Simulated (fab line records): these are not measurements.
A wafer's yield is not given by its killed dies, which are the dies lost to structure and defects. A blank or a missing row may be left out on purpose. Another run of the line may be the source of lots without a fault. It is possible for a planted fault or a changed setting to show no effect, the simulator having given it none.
Commonality check across tools | flow n5Finfet | 9 lots, 27 wafers sampled

THE REASON FOR OPENING IT
N5_BEOL_M4_RC_MEAS_101, reading ION_P: flagged on 3 of 9 lots. Wafers without a fault read 462 uA/um, standard deviation 7.6.
Rule: a lot gets a flag if all its wafers with a number sit over 4 standard deviations from that mean, or if no wafer of it has a number. As for the other lots, they are considered sound.

lot  | measured     | on        | ION_P (uA/um), wafer by wafer | flag
L313 | day 9 19:12  | prober-02 | 180 180 179                   | FLAGGED
L314 | day 10 08:57 | prober-01 | 183 185 186                   | FLAGGED
L315 | day 11 00:27 | prober-01 | 186 187 187                   | FLAGGED
L316 | day 11 05:25 | prober-01 | 455 452 460                   | 
L321 | day 12 05:17 | prober-02 | 461 461 459                   | 
L323 | day 12 10:37 | prober-02 | 454 452 448                   | 
L324 | day 13 01:37 | prober-01 | 459 464 460                   | 
L326 | day 13 14:24 | prober-02 | 458 469 458                   | 
L327 | day 13 14:36 | prober-01 | 457 458 467                   | 
The numbers of the flagged lots are 184 uA/um on average: -278 uA/um against the usual, or -37 standard deviations.

TOOL THAT RAN EACH LOT
4 process steps preceding the reading are held in the record, out of 1938 steps in the route. Read each cell as the tool, then ch plus the chambers that the sampled wafers visited, then the start.
lot  | flag    | N5_SPACER0_ALD_07               | N5_SD_EPI_N_ETCH_35              | N5_SD_EPI_P_ETCH_47              | N5_SD_EPI_P_SD_RECESS_17
L313 | FLAGGED | aldSin-01 ch 0,3, day 5 04:35   | rieDiel-01 ch 0,1,3, day 5 05:43 | rieDiel-02 ch 1,2,3, day 5 10:45 | rieSi-01 ch 1,2, day 5 10:55
L314 | FLAGGED | aldSin-01 ch 0,2, day 5 08:34   | rieDiel-01 ch 0,1,3, day 5 09:46 | rieDiel-03 ch 0,1,3, day 5 14:59 | rieSi-06 ch 1,2, day 5 15:09
L315 | FLAGGED | aldSin-04 ch 0,1, day 5 18:01   | rieDiel-05 ch 1,2,3, day 5 19:10 | rieDiel-04 ch 0,1,2, day 6 00:17 | rieSi-01 ch 1,2,3, day 6 00:28
L316 |         | aldSin-04 ch 1,2,3, day 5 21:22 | rieDiel-06 ch 2,3, day 5 22:26   | rieDiel-04 ch 1,2,3, day 6 03:17 | rieSi-01 ch 1,3, day 6 03:28
L321 |         | aldSin-04 ch 2,3, day 6 23:47   | rieDiel-05 ch 0,1, day 7 00:56   | rieDiel-04 ch 0,2,3, day 7 06:47 | rieSi-06 ch 0,3, day 7 06:58
L323 |         | aldSin-03 ch 0,1,2, day 7 11:21 | rieDiel-06 ch 0,2,3, day 7 12:22 | rieDiel-04 ch 0,2,3, day 7 17:25 | rieSi-06 ch 0,2,3, day 7 17:35
L324 |         | aldSin-04 ch 1,2,3, day 7 18:19 | rieDiel-01 ch 0,2,3, day 7 19:43 | rieDiel-04 ch 2,3, day 8 00:34   | rieSi-06 ch 0,2,3, day 8 00:44
L326 |         | aldSin-01 ch 0,1,3, day 8 07:05 | rieDiel-01 ch 0,2,3, day 8 08:14 | rieDiel-02 ch 0,2, day 8 13:10   | rieSi-01 ch 0,1,3, day 8 13:20
L327 |         | aldSin-01 ch 1,2, day 8 12:54   | rieDiel-01 ch 0,3, day 8 14:09   | rieDiel-02 ch 0,1,2, day 8 19:25 | rieSi-06 ch 0,1,2, day 8 19:34
What these steps do:
- N5_SPACER0_ALD_07: deposits SiNx, target thk 2 nm.
- N5_SD_EPI_N_ETCH_35: etches SOC in N2/H2, overetch 108 nm, time 486 s.
- N5_SD_EPI_P_ETCH_47: etches SiOCN in CH3F/O2, target depth 25 nm.
- N5_SD_EPI_P_SD_RECESS_17: chemistry HBr/Cl2/O2, target depth 39.1 nm, bt time 3 s.
- N5_BEOL_M4_RC_MEAS_101

FLAGGED OVER TOTAL, TOOL BY TOOL (the gauges that took the reading come last)
step                     | tool       | lots run | flagged | share of the flagged lots | sound lots run after its first flagged lot
N5_SPACER0_ALD_07        | aldSin-01  | 4        | 2       | some                      | 2 (L326,L327)
N5_SPACER0_ALD_07        | aldSin-03  | 1        | 0       | none                      | -
N5_SPACER0_ALD_07        | aldSin-04  | 4        | 1       | some                      | 3 (L316,L321,L324)
N5_SD_EPI_N_ETCH_35      | rieDiel-01 | 5        | 2       | some                      | 3 (L324,L326,L327)
N5_SD_EPI_N_ETCH_35      | rieDiel-05 | 2        | 1       | some                      | 1 (L321)
N5_SD_EPI_N_ETCH_35      | rieDiel-06 | 2        | 0       | none                      | -
N5_SD_EPI_P_ETCH_47      | rieDiel-02 | 3        | 1       | some                      | 2 (L326,L327)
N5_SD_EPI_P_ETCH_47      | rieDiel-03 | 1        | 1       | some                      | 0
N5_SD_EPI_P_ETCH_47      | rieDiel-04 | 5        | 1       | some                      | 4 (L316,L321,L323,L324)
N5_SD_EPI_P_SD_RECESS_17 | rieSi-01   | 4        | 2       | some                      | 2 (L316,L326)
N5_SD_EPI_P_SD_RECESS_17 | rieSi-06   | 5        | 1       | some                      | 4 (L321,L323,L324,L327)
N5_BEOL_M4_RC_MEAS_101   | prober-01  | 5        | 2       | some                      | 3 (L316,L324,L327)
N5_BEOL_M4_RC_MEAS_101   | prober-02  | 4        | 1       | some                      | 3 (L321,L323,L326)

WHAT IS ALLOWED BY THE TABLE
No row of the table ran every flagged lot.

WHAT THE SIMULATOR HAD PUT IN
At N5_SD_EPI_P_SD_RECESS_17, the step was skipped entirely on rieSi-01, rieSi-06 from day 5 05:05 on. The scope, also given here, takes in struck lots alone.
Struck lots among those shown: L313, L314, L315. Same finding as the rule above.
